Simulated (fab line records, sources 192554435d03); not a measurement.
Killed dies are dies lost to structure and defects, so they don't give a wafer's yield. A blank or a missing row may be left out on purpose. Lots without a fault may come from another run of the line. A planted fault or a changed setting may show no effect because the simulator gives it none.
Chamber matching | flow n5_finfet | N5_BEOL_M0_SAQP_ETCH_102 on rie_si-05: 4 sister chambers
The step etches SiO2 in CF4, target depth 4 nm, time 4.4 s. 4 wafers are shown with their chamber, then 12 later ones without.

WAFERS WITH THEIR CHAMBER
wafer  | chamber | throttle_valve_pct (%)
L089.5 | 1       | 21.54
L092.4 | 2       | 21.33
L092.5 | 3       | 21.73
L092.6 | 0       | 21.67

WAFERS WITHOUT THEIR CHAMBER
wafer  | throttle_valve_pct (%)
L093.1 | 21.66
L093.2 | 21.32
L093.4 | 21.55
L094.1 | 21.65
L094.2 | 21.55
L094.3 | 21.32
L095.1 | 21.32
L095.4 | 21.65
L095.5 | 21.72
L096.3 | 21.33
L096.5 | 21.53
L096.6 | 21.33

WHICH CHAMBER EACH WENT THROUGH
wafer  | from the rows above | in truth
L093.1 | 0                   | 0
L093.2 | 2                   | 2
L093.4 | 1                   | 1
L094.1 | 0                   | 0
L094.2 | 1                   | 1
L094.3 | 2                   | 2
L095.1 | 2                   | 2
L095.4 | 0                   | 0
L095.5 | 3                   | 3
L096.3 | 2                   | 2
L096.5 | 1                   | 1
L096.6 | 2                   | 2
Placed correctly: 12 of 12. Can't be placed from these rows: 0. Placed wrongly: 0.
How it was worked out, from the rows above alone: a wafer's distance from a chamber is the root of the sum, over the readings, of the square of ((its reading less the chamber's mean) divided by the reading's scatter). The wafer belongs to the nearest chamber; if the next one is less than 2 further off, it can't be placed. A chamber's mean is the mean of its shown wafers. The scatter: with one shown wafer a chamber, the root of the mean of the squares of how far each hidden wafer lies from its nearest shown one.
